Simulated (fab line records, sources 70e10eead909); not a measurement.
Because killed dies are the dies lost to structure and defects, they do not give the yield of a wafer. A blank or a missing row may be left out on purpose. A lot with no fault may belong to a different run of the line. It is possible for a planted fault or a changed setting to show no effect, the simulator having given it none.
fab line records	flow nand_harc
record lots=24	wafers=72	last_day=24
route steps=1159 shown P_GATE@172 P_CONTACT@248 P_M0@275 P_M1@296 P_BONDPAD@364
lots untouched by any fault: they come from a run of this same line in which no faults occurred
start_h: hours from the record's first day to the start of the lot's first wafer shown	wait_h: hours since the lot's step before	" the same as in the row above	L1.1+2: one row covering several wafers at once	- either no value or no given start	* or withheld: withheld	< > ~ a bound
route shown NAME@n: a module of which the file shows steps, and the number in the route of the first	usual: average and standard deviation across the fault-free wafers	same: alike in all rows	chamber/n: place in a boat	sites: readings site by site	_std_site: standard deviation across them	_edge_site: mean of outer sites minus mean of inner sites	radius_mm: for every site, how far away it sits from the centre of the wafer	mask NAME#n: copy n	behind: the tool/chamber that last shaped the wafer	hold: the reason the lot was held/the length of the hold in hours/how it ended	device: whichever transistor did not switch (one of n, p or np)	end of line: the same wafers' tests at the end of the route	a step without rows: its recipe alone	killed: not the wafer's yield, but the dies lost to structure and defects at the first sort	map: a wafer's dies, x killed, . not, _ none there
set.NAME: the run value of the setting; set.NAME@STEP: its run value at that earlier step	model.NAME: the simulator's own value behind a step, which no gauge read
steps of the route over a sample of lots; a table a step, a row a wafer
services: when a tool's chamber went out of use (start_h, in hours from the record's first day, below 0 if earlier), for how many hours, and the reason
## steps
# step NHARC_P_GATE_DESCUM_48
# recipe time_s=3	o2_flow_sccm=200	ar_flow_sccm=0	bias_power_w=0	chemistry=O2
# usual drypump_motor_current_A=5.6/0.42	oes_product_au=1.000/0.0078	rf_vpp_V=57.8/0.96	showerhead_plenum_p_Torr=1.94/0.11	throttle_valve_pct=11.311/0.0081
lot.wafer	tool	chamber	start_h	wait_h	drypump_motor_current_A	oes_product_au	rf_hours_counter_h	rf_vpp_V	showerhead_plenum_p_Torr	throttle_valve_pct
L074.2	rie_diel-12	2	100.01	-	4.8	1.009	23	57.6	1.80	11.311
L074.3	"	3	"	"	5.3	1.019	22	57.8	1.77	11.320
L074.6	"	2	"	"	4.9	1.000	-	57.7	1.80	11.306
L076.2	rie_diel-12	2	116.58	-	4.8	1.004	28	56.5	1.80	11.311
L076.6	"	1	"	"	5.2	1.003	-	57.9	2.03	11.319
L076.5	"	2	"	"	4.8	0.996	-	57.4	1.80	11.309
L075.3	rie_diel-12	3	117.01	-	5.4	1.013	26	57.2	1.77	11.323
L075.5	"	3	"	"	5.4	1.011	-	57.1	1.77	11.309
L075.4	"	1	"	"	5.2	1.000	-	59.4	2.03	11.312
L078.3	rie_diel-11	0	126.08	-	5.6	1.000	20	56.5	2.03	11.319
L078.4	"	2	"	"	5.8	1.008	20	58.2	1.81	11.293
L078.5	"	3	"	"	5.8	0.999	-	58.2	1.95	11.300
L077.3	rie_diel-12	3	127.82	-	5.4	1.015	30	57.3	1.77	11.318
L077.5	"	1	"	"	5.2	1.004	-	59.1	2.03	11.324
L077.6	"	2	"	"	4.8	1.008	-	56.4	1.79	11.307
L080.1	rie_diel-11	1	133.17	-	5.6	0.991	21	57.6	2.05	11.321
L080.6	"	3	"	"	5.8	1.007	-	57.4	1.95	11.320
L080.5	"	0	"	"	5.6	0.995	-	57.8	2.03	11.312
L079.2	rie_diel-11	0	134.10	-	5.6	1.005	21	58.5	2.03	11.311
L079.3	"	1	"	"	5.6	1.001	21	57.4	2.05	11.305
L079.6	"	0	"	"	5.6	0.999	-	57.0	2.03	11.324
L081.2	rie_diel-11	3	142.70	-	5.8	1.003	22	58.6	1.95	11.316
L081.1	"	1	"	"	5.6	1.007	23	58.2	2.05	11.306
L081.6	"	0	"	"	5.6	0.979	-	57.6	2.03	11.311
L083.3	rie_diel-11	1	154.67	-	5.6	0.989	27	57.5	2.04	11.298
L083.2	"	3	"	"	5.8	1.004	26	58.5	1.95	11.313
L083.4	"	1	"	"	5.6	1.012	-	58.7	2.04	11.312
L082.2	rie_diel-11	1	154.95	-	5.5	0.997	27	59.2	2.04	11.316
L082.4	"	1	"	"	5.6	0.999	-	58.3	2.04	11.307
L082.6	"	3	"	"	5.8	1.004	-	58.2	1.95	11.309
L084.1	rie_diel-01	3	167.68	-	6.3	1.010	7	58.6	2.02	11.295
L084.6	"	1	"	"	5.7	0.993	-	56.5	1.95	11.293
L084.5	"	2	"	"	6.6	1.001	-	59.0	1.92	11.302
L087.2	rie_diel-12	3	179.75	-	5.4	1.005	49	55.9	1.77	11.303
L087.3	"	1	"	"	5.2	0.987	52	58.2	2.02	11.310
L087.5	"	2	"	"	4.8	1.006	-	56.0	1.79	11.302
L085.1	rie_diel-01	0	179.99	-	6.3	0.996	12	59.1	1.79	11.312
L085.5	"	2	"	"	6.6	0.992	-	59.1	1.92	11.305
L085.6	"	3	"	"	6.2	0.998	-	58.5	2.02	11.316
L086.2	rie_diel-11	3	180.27	-	5.8	1.004	31	56.8	1.95	11.318
L086.3	"	1	"	"	5.6	1.001	32	57.8	2.04	11.305
L086.5	"	3	"	"	5.8	1.003	-	56.9	1.95	11.311
L089.2	rie_diel-01	1	188.98	-	5.7	0.992	14	56.6	1.95	11.314
L089.3	"	2	"	"	6.7	1.003	14	59.4	1.92	11.307
L089.5	"	0	"	"	6.4	1.002	-	56.1	1.79	11.321
L088.2	rie_diel-12	1	189.17	-	5.2	0.989	56	58.0	2.02	11.321
L088.4	"	2	"	"	4.8	0.999	54	56.8	1.79	11.313
L088.5	"	0	"	"	5.5	0.992	-	57.8	1.77	11.302
L091.1	rie_diel-01	2	198.26	-	6.6	1.002	18	57.9	1.92	11.296
L091.5	"	3	"	"	6.2	0.994	-	59.0	2.02	11.313
L091.6	"	0	"	"	6.4	1.012	-	56.2	1.79	11.328
L090.1	rie_diel-11	0	200.30	-	5.6	0.995	0	58.7	2.03	11.299
L090.3	"	2	"	"	5.7	1.000	0	58.2	1.81	11.308
L090.5	"	0	"	"	5.6	0.989	-	57.8	2.03	11.309
L093.2	rie_diel-11	2	210.86	-	5.8	1.005	2	57.6	1.81	11.311
L093.3	"	1	"	"	5.5	1.003	2	59.1	2.04	11.317
L093.6	"	3	"	"	5.8	0.991	-	57.3	1.95	11.328
L092.1	rie_diel-11	2	211.03	-	5.8	0.991	2	57.2	1.81	11.313
L092.4	"	0	"	"	5.6	0.988	3	58.7	2.03	11.318
L092.6	"	1	"	"	5.6	0.991	-	57.6	2.04	11.298
L094.1	rie_diel-12	1	218.01	-	5.2	1.005	2	57.6	2.02	11.313
L094.3	"	3	"	"	5.4	1.005	2	57.9	2.08	11.314
L094.5	"	1	"	"	5.2	1.007	-	58.0	2.02	11.312
L095.3	rie_diel-11	1	228.78	-	5.6	0.992	5	59.2	2.04	11.321
L095.5	"	0	"	"	5.6	1.000	-	59.5	2.03	11.320
L095.6	"	1	"	"	5.6	0.989	-	58.6	2.04	11.309
L096.2	rie_diel-12	0	229.03	-	5.6	1.004	6	58.2	2.07	11.306
L096.1	"	1	"	"	5.2	1.012	5	57.0	2.02	11.321
L096.3	"	3	"	"	5.4	1.007	7	60.0	2.07	11.309
L097.3	rie_diel-12	0	245.29	-	5.6	0.993	13	57.9	2.07	11.305
L097.2	"	1	"	"	5.2	0.999	12	58.8	2.02	11.310
L097.5	"	3	"	"	5.4	1.007	-	57.3	2.07	11.308
# step NHARC_P_CONTACT_CVD_23
# recipe target_thk_a=2000	temp_c=300	pressure_torr=40	wf6_flow_sccm=40	h2_flow_sccm=1600	ar_flow_sccm=1560	time_s=557	material=W
# usual heater_power_w=458/44	mfc_h2_sccm=1601/4.8	throttle_valve_pct=7.84/0.29
lot.wafer	tool	chamber	start_h	wait_h	heater_power_w	mfc_h2_sccm	throttle_valve_pct
L074.2	cvd_w-02	0	-	-	421	1598	7.91
L074.3	"	1	"	"	520	1596	7.92
L074.6	"	1	"	"	501	1607	8.26
L076.2	cvd_w-01	0	-	-	411	1605	7.85
L076.5	"	0	"	"	419	1610	7.88
L076.6	"	1	"	"	468	1597	7.61
L075.4	cvd_w-02	0	-	-	410	1612	8.02
L075.3	"	1	"	"	542	1600	8.23
L075.5	"	1	"	"	515	1601	8.07
L078.3	cvd_w-01	1	-	-	468	1610	7.27
L078.4	"	0	"	"	424	1598	7.76
L078.5	"	1	"	"	465	1612	7.48
L077.3	cvd_w-01	0	-	-	419	1604	7.78
L077.6	"	1	"	"	454	1604	7.31
L077.5	"	0	"	"	427	1607	7.99
L080.1	cvd_w-01	1	-	-	459	1598	7.47
L080.6	"	0	"	"	424	1601	7.83
L080.5	"	1	"	"	472	1593	7.62
L079.2	cvd_w-01	0	-	-	423	1599	7.63
L079.3	"	0	"	"	431	1606	8.06
L079.6	"	0	"	"	437	1606	7.91
L081.1	cvd_w-01	1	-	-	467	1599	7.46
L081.2	"	0	"	"	429	1592	8.02
L081.6	"	1	"	"	460	1602	7.59
L083.2	cvd_w-02	0	-	-	420	1596	8.04
L083.3	"	1	"	"	523	1599	8.17
L083.4	"	0	"	"	417	1601	8.08
L082.2	cvd_w-02	0	-	-	420	1596	8.22
L082.4	"	0	"	"	426	1593	8.09
L082.6	"	1	"	"	528	1604	8.28
L084.1	cvd_w-01	0	-	-	428	1605	7.79
L084.5	"	1	"	"	460	1602	7.63
L084.6	"	0	"	"	420	1606	7.68
L087.2	cvd_w-02	1	-	-	518	1599	8.42
L087.3	"	1	"	"	509	1600	8.28
L087.5	"	1	"	"	525	1605	8.18
L085.1	cvd_w-02	1	-	-	529	1600	8.20
L085.5	"	0	"	"	427	1605	7.74
L085.6	"	1	"	"	520	1596	8.24
L086.2	cvd_w-01	1	-	-	460	1609	7.46
L086.3	"	1	"	"	476	1603	7.84
L086.5	"	0	"	"	428	1594	7.79
L089.2	cvd_w-01	0	-	-	427	1609	8.06
L089.3	"	0	"	"	428	1609	8.00
L089.5	"	1	"	"	465	1604	7.31
L088.2	cvd_w-01	1	-	-	476	1609	7.68
L088.4	"	1	"	"	459	1603	7.59
L088.5	"	1	"	"	477	1607	7.33
L091.1	cvd_w-02	1	-	-	539	1602	7.90
L091.6	"	0	"	"	414	1600	8.03
L091.5	"	1	"	"	539	1602	8.06
L090.1	cvd_w-02	1	-	-	534	1602	7.83
L090.3	"	1	"	"	529	1593	8.18
L090.5	"	0	"	"	411	1603	8.01
L093.2	cvd_w-01	0	-	-	420	1600	8.08
L093.3	"	0	"	"	428	1601	7.69
L093.6	"	0	"	"	429	1594	7.29
L092.1	cvd_w-01	0	-	-	420	1601	8.02
L092.4	"	1	"	"	471	1603	7.47
L092.6	"	0	"	"	429	1608	7.85
L094.1	cvd_w-02	0	-	-	402	1607	7.95
L094.3	"	1	"	"	528	1602	8.16
L094.5	"	1	"	"	524	1602	7.78
L095.3	cvd_w-02	0	-	-	415	1598	8.16
L095.6	"	0	"	"	412	1601	7.98
L095.5	"	1	"	"	537	1606	7.81
L096.2	cvd_w-01	0	-	-	418	1595	7.86
L096.1	"	1	"	"	464	1600	7.46
L096.3	"	0	"	"	433	1597	7.89
L097.2	cvd_w-02	1	-	-	542	1607	8.01
L097.3	"	1	"	"	549	1603	8.01
L097.5	"	1	"	"	534	1603	8.00
# step NHARC_P_M0_PVD_21
# recipe target_thk_a=300	chamber_pressure_pa=5	power_w=5000	substrate_temp_c=30	time_s=20.49	material=Cu
# usual throttle_valve_pct=29.8/0.82
lot.wafer	tool	chamber	start_h	wait_h	throttle_valve_pct
L074.3	pvd_sputter-03	-	-	-	29.0
L074.2	"	-	"	"	30.0
L074.6	"	-	"	"	29.2
L076.2	pvd_sputter-03	-	-	-	28.8
L076.5	"	-	"	"	29.3
L076.6	"	-	"	"	29.3
L075.4	pvd_sputter-01	-	-	-	31.2
L075.3	"	-	"	"	29.6
L075.5	"	-	"	"	28.6
L078.3	pvd_sputter-01	-	-	-	31.2
L078.4	"	-	"	"	29.8
L078.5	"	-	"	"	30.8
L077.3	pvd_sputter-03	-	-	-	30.6
L077.6	"	-	"	"	29.1
L077.5	"	-	"	"	29.0
L080.1	pvd_sputter-02	-	-	-	30.0
L080.5	"	-	"	"	31.3
L080.6	"	-	"	"	29.4
L079.3	pvd_sputter-02	-	-	-	29.9
L079.2	"	-	"	"	29.2
L079.6	"	-	"	"	31.2
L081.1	pvd_sputter-01	-	-	-	28.5
L081.2	"	-	"	"	29.5
L081.6	"	-	"	"	29.5
L083.2	pvd_sputter-03	-	-	-	30.2
L083.4	"	-	"	"	29.3
L083.3	"	-	"	"	30.3
L082.2	pvd_sputter-01	-	-	-	30.3
L082.4	"	-	"	"	30.9
L082.6	"	-	"	"	28.0
L084.1	pvd_sputter-02	-	-	-	28.9
L084.5	"	-	"	"	29.0
L084.6	"	-	"	"	30.2
L087.2	pvd_sputter-03	-	-	-	29.1
L087.3	"	-	"	"	28.6
L087.5	"	-	"	"	30.3
L085.1	pvd_sputter-01	-	-	-	28.3
L085.6	"	-	"	"	30.3
L085.5	"	-	"	"	30.7
L086.3	pvd_sputter-01	-	-	-	30.2
L086.2	"	-	"	"	30.9
L086.5	"	-	"	"	30.1
L089.2	pvd_sputter-03	-	-	-	29.2
L089.3	"	-	"	"	29.9
L089.5	"	-	"	"	29.1
L088.2	pvd_sputter-01	-	-	-	30.2
L088.4	"	-	"	"	29.2
L088.5	"	-	"	"	30.2
L091.1	pvd_sputter-03	-	-	-	29.0
L091.5	"	-	"	"	28.9
L091.6	"	-	"	"	30.3
L090.3	pvd_sputter-03	-	-	-	30.0
L090.1	"	-	"	"	29.3
L090.5	"	-	"	"	29.4
L093.2	pvd_sputter-03	-	-	-	30.1
L093.3	"	-	"	"	30.3
L093.6	"	-	"	"	30.3
L092.1	pvd_sputter-03	-	-	-	30.2
L092.4	"	-	"	"	30.3
L092.6	"	-	"	"	28.9
L094.1	pvd_sputter-03	-	-	-	30.1
L094.3	"	-	"	"	29.2
L094.5	"	-	"	"	30.2
L095.3	pvd_sputter-02	-	-	-	30.9
L095.6	"	-	"	"	30.5
L095.5	"	-	"	"	30.5
L096.3	pvd_sputter-01	-	-	-	29.4
L096.1	"	-	"	"	28.4
L096.2	"	-	"	"	31.1
L097.2	pvd_sputter-02	-	-	-	28.9
L097.3	"	-	"	"	30.4
L097.5	"	-	"	"	29.0
# step NHARC_P_M1_OVL_MEAS_10
# recipe pitch_nm=260
# usual overlay_x_nm=0.0/0.96	overlay_y_nm=-0.2/0.66
lot.wafer	tool	chamber	start_h	wait_h	overlay_x_nm	overlay_y_nm
L074.2	overlay-02	-	123.05	-	-1.3	-0.6
L074.3	"	-	"	"	-1.4	-0.2
L074.6	"	-	"	"	-1.5	-0.2
L076.2	overlay-02	-	135.45	-	-0.4	-0.7
L076.5	"	-	"	"	-0.4	-0.2
L076.6	"	-	"	"	-0.4	-0.4
L075.3	overlay-02	-	135.82	-	-0.6	-0.3
L075.4	"	-	"	"	-0.7	-0.9
L075.5	"	-	"	"	-0.7	-0.3
L078.3	overlay-01	-	143.88	-	1.0	-1.1
L078.4	"	-	"	"	0.7	-1.1
L078.5	"	-	"	"	1.0	-0.7
L077.3	overlay-01	-	148.48	-	-0.3	0.1
L077.5	"	-	"	"	-0.5	0.1
L077.6	"	-	"	"	-0.5	0.6
L080.1	overlay-01	-	149.48	-	-2.1	-1.2
L080.5	"	-	"	"	-1.9	-1.1
L080.6	"	-	"	"	-2.1	-1.1
L079.2	overlay-02	-	150.22	-	0.8	-1.5
L079.3	"	-	"	"	1.1	-0.7
L079.6	"	-	"	"	1.1	-1.0
L081.1	overlay-02	-	160.54	-	-1.3	-0.5
L081.2	"	-	"	"	-1.5	0.0
L081.6	"	-	"	"	-1.4	-0.7
L083.2	overlay-02	-	170.75	-	1.3	0.3
L083.3	"	-	"	"	0.7	-1.1
L083.4	"	-	"	"	0.8	-0.3
L082.2	overlay-02	-	175.89	-	0.6	0.2
L082.4	"	-	"	"	0.2	0.5
L082.6	"	-	"	"	0.7	-0.2
L084.1	overlay-01	-	184.80	-	0.1	-0.9
L084.5	"	-	"	"	0.2	-0.8
L084.6	"	-	"	"	0.9	-1.3
L087.2	overlay-01	-	198.32	-	-0.2	-0.2
L087.3	"	-	"	"	0.0	0.2
L087.5	"	-	"	"	0.2	0.9
L085.1	overlay-02	-	198.47	-	1.7	0.5
L085.5	"	-	"	"	0.9	0.2
L085.6	"	-	"	"	1.3	0.2
L086.2	overlay-02	-	198.87	-	1.2	1.2
L086.3	"	-	"	"	0.8	0.6
L086.5	"	-	"	"	0.1	1.0
L089.2	overlay-01	-	213.98	-	-0.4	-0.6
L089.3	"	-	"	"	-0.4	-0.1
L089.5	"	-	"	"	-0.1	-0.1
L088.2	overlay-02	-	214.58	-	0.8	0.2
L088.4	"	-	"	"	1.1	0.5
L088.5	"	-	"	"	0.9	0.5
L091.1	overlay-01	-	220.14	-	-0.6	-0.1
L091.5	"	-	"	"	-1.0	-0.2
L091.6	"	-	"	"	-0.8	0.0
L090.1	overlay-01	-	220.97	-	1.1	-0.5
L090.3	"	-	"	"	0.4	-0.7
L090.5	"	-	"	"	1.5	-0.2
L093.2	overlay-02	-	227.19	-	0.2	-0.7
L093.3	"	-	"	"	0.0	-1.5
L093.6	"	-	"	"	1.0	-0.8
L092.1	overlay-01	-	227.75	-	1.0	-1.0
L092.4	"	-	"	"	1.0	-0.5
L092.6	"	-	"	"	0.6	-0.7
L094.1	overlay-02	-	239.23	-	-0.8	1.2
L094.3	"	-	"	"	-1.2	1.4
L094.5	"	-	"	"	-1.1	1.5
L095.3	overlay-02	-	244.92	-	-0.1	-0.3
L095.5	"	-	"	"	-0.5	-0.3
L095.6	"	-	"	"	0.0	-0.2
L096.1	overlay-02	-	245.93	-	-0.9	0.8
L096.2	"	-	"	"	-0.8	0.6
L096.3	"	-	"	"	-0.4	0.8
L097.2	overlay-02	-	262.39	-	-1.4	-0.8
L097.3	"	-	"	"	-1.1	-0.3
L097.5	"	-	"	"	-1.0	-0.3
# step NHARC_P_M1_INSPECT_11
# usual raw_defect_count=4.0/2.7
lot.wafer	tool	chamber	start_h	wait_h	raw_defect_count
L074.2	defect_inspect-01	-	123.09	0.0	5
L074.3	"	-	"	"	4
L074.6	"	-	"	"	2
L076.2	defect_inspect-01	-	135.49	0.0	4
L076.5	"	-	"	"	7
L076.6	"	-	"	"	1
L075.3	defect_inspect-01	-	135.86	0.0	4
L075.4	"	-	"	"	1
L075.5	"	-	"	"	3
L078.3	defect_inspect-01	-	143.92	0.0	3
L078.4	"	-	"	"	4
L078.5	"	-	"	"	2
L077.3	defect_inspect-01	-	148.52	0.0	2
L077.5	"	-	"	"	1
L077.6	"	-	"	"	0
L080.1	defect_inspect-02	-	149.52	0.0	6
L080.5	"	-	"	"	7
L080.6	"	-	"	"	5
L079.2	defect_inspect-01	-	150.25	0.0	6
L079.3	"	-	"	"	12
L079.6	"	-	"	"	4
L081.1	defect_inspect-01	-	160.58	0.0	2
L081.2	"	-	"	"	4
L081.6	"	-	"	"	3
L083.2	defect_inspect-01	-	170.79	0.0	1
L083.3	"	-	"	"	2
L083.4	"	-	"	"	3
L082.2	defect_inspect-02	-	175.93	0.0	3
L082.4	"	-	"	"	3
L082.6	"	-	"	"	6
L084.1	defect_inspect-02	-	184.84	0.0	10
L084.5	"	-	"	"	8
L084.6	"	-	"	"	6
L087.2	defect_inspect-01	-	198.36	0.0	7
L087.3	"	-	"	"	3
L087.5	"	-	"	"	4
L085.1	defect_inspect-02	-	198.50	0.0	5
L085.5	"	-	"	"	1
L085.6	"	-	"	"	3
L086.2	defect_inspect-01	-	198.90	0.0	6
L086.3	"	-	"	"	6
L086.5	"	-	"	"	5
L089.2	defect_inspect-01	-	214.02	0.0	3
L089.3	"	-	"	"	1
L089.5	"	-	"	"	2
L088.2	defect_inspect-01	-	214.62	0.0	0
L088.4	"	-	"	"	2
L088.5	"	-	"	"	3
L091.1	defect_inspect-01	-	220.17	0.0	5
L091.5	"	-	"	"	4
L091.6	"	-	"	"	2
L090.1	defect_inspect-01	-	221.01	0.0	6
L090.3	"	-	"	"	5
L090.5	"	-	"	"	8
L093.2	defect_inspect-02	-	227.23	0.0	13
L093.3	"	-	"	"	6
L093.6	"	-	"	"	5
L092.1	defect_inspect-01	-	227.79	0.0	10
L092.4	"	-	"	"	5
L092.6	"	-	"	"	6
L094.1	defect_inspect-01	-	239.26	0.0	6
L094.3	"	-	"	"	4
L094.5	"	-	"	"	5
L095.3	defect_inspect-02	-	244.96	0.0	6
L095.5	"	-	"	"	2
L095.6	"	-	"	"	0
L096.1	defect_inspect-02	-	245.97	0.0	1
L096.2	"	-	"	"	3
L096.3	"	-	"	"	1
L097.2	defect_inspect-02	-	262.44	0.1	2
L097.3	"	-	"	"	5
L097.5	"	-	"	"	2
# step NHARC_P_BONDPAD_CD_MEAS_09
# recipe target_cd_nm=500	landing_energy_ev=500
# usual cd_nm=500.0/1.5
lot.wafer	tool	chamber	start_h	wait_h	cd_nm
L074.2	cd_sem-01	0	132.11	-	498.8
L074.3	"	0	"	"	497.3
L074.6	"	0	"	"	497.2
L076.2	cd_sem-01	0	144.30	-	498.7
L076.5	"	0	"	"	497.8
L076.6	"	0	"	"	498.5
L075.3	cd_sem-02	0	144.86	-	499.0
L075.4	"	0	"	"	500.7
L075.5	"	0	"	"	501.3
L078.3	cd_sem-01	0	152.69	-	500.0
L078.4	"	0	"	"	499.9
L078.5	"	0	"	"	499.2
L077.3	cd_sem-02	0	157.18	-	501.5
L077.5	"	0	"	"	502.3
L077.6	"	0	"	"	502.2
L080.1	cd_sem-01	0	158.19	-	498.1
L080.5	"	0	"	"	496.9
L080.6	"	0	"	"	497.9
L079.2	cd_sem-03	0	158.76	-	500.0
L079.3	"	0	"	"	499.5
L079.6	"	0	"	"	500.2
L081.1	cd_sem-03	0	169.67	-	500.5
L081.2	"	0	"	"	499.0
L081.6	"	0	"	"	499.1
L083.2	cd_sem-02	0	179.44	-	501.4
L083.3	"	0	"	"	497.8
L083.4	"	0	"	"	499.4
L082.2	cd_sem-03	0	184.72	-	501.2
L082.4	"	0	"	"	501.1
L082.6	"	0	"	"	501.9
L084.1	cd_sem-01	0	193.75	-	502.4
L084.5	"	0	"	"	499.0
L084.6	"	0	"	"	501.2
L087.2	cd_sem-02	0	207.08	-	500.3
L087.3	"	0	"	"	498.1
L087.5	"	0	"	"	499.0
L085.1	cd_sem-01	0	207.59	-	498.5
L085.5	"	0	"	"	499.3
L085.6	"	0	"	"	499.2
L086.2	cd_sem-01	0	208.49	-	499.6
L086.3	"	0	"	"	501.2
L086.5	"	0	"	"	501.3
L089.2	cd_sem-02	0	222.99	-	498.8
L089.3	"	0	"	"	499.0
L089.5	"	0	"	"	498.5
L088.2	cd_sem-03	0	223.50	-	498.7
L088.4	"	0	"	"	498.6
L088.5	"	0	"	"	497.3
L091.1	cd_sem-01	0	228.92	-	500.7
L091.5	"	0	"	"	502.6
L091.6	"	0	"	"	498.6
L090.1	cd_sem-01	0	229.65	-	502.4
L090.3	"	0	"	"	503.5
L090.5	"	0	"	"	502.6
L093.2	cd_sem-03	0	236.21	-	500.5
L093.3	"	0	"	"	499.7
L093.6	"	0	"	"	500.5
L092.1	cd_sem-02	0	236.47	-	501.2
L092.4	"	0	"	"	502.2
L092.6	"	0	"	"	499.4
L094.1	cd_sem-01	0	248.51	-	499.6
L094.3	"	0	"	"	501.2
L094.5	"	0	"	"	501.2
L095.3	cd_sem-02	0	253.68	-	500.4
L095.5	"	0	"	"	500.8
L095.6	"	0	"	"	499.7
L096.1	cd_sem-02	0	254.43	-	501.2
L096.2	"	0	"	"	501.3
L096.3	"	0	"	"	500.7
L097.2	cd_sem-03	0	271.04	-	500.6
L097.3	"	0	"	"	502.1
L097.5	"	0	"	"	501.3
## services
tool	chamber	start_h	hours	kind
rie_diel-01	2	77.15	30.2	repair
rie_diel-12	2	94.19	3.5	repair
rie_diel-11	0	95.21	-	clean
pvd_sputter-03	-	102.00	10.0	pm
cvd_w-01	-	111.27	13.0	pm
cvd_w-01	0	111.27	13.0	vent_cycle
cvd_w-01	1	111.27	13.0	vent_cycle
rie_diel-12	0	116.79	6.0	repair
cvd_w-01	0	124.27	-	clean
cvd_w-01	1	124.27	-	clean
pvd_sputter-02	-	129.72	3.8	repair
rie_diel-01	-	137.80	9.0	pm
rie_diel-11	2	140.05	15.5	repair
pvd_sputter-01	-	158.00	10.0	pm
cvd_w-02	-	182.46	1.0	repair
cvd_w-02	-	185.13	1.0	repair
rie_diel-11	-	189.50	9.0	pm
cvd_w-02	-	198.19	13.0	pm
rie_diel-12	-	202.42	9.0	pm
pvd_sputter-03	-	202.88	5.0	repair
pvd_sputter-02	-	214.04	10.0	pm
rie_diel-11	2	242.59	42.5	repair
cvd_w-01	-	243.82	1.6	repair
cvd_w-01	-	255.16	0.5	repair
## key
fault none
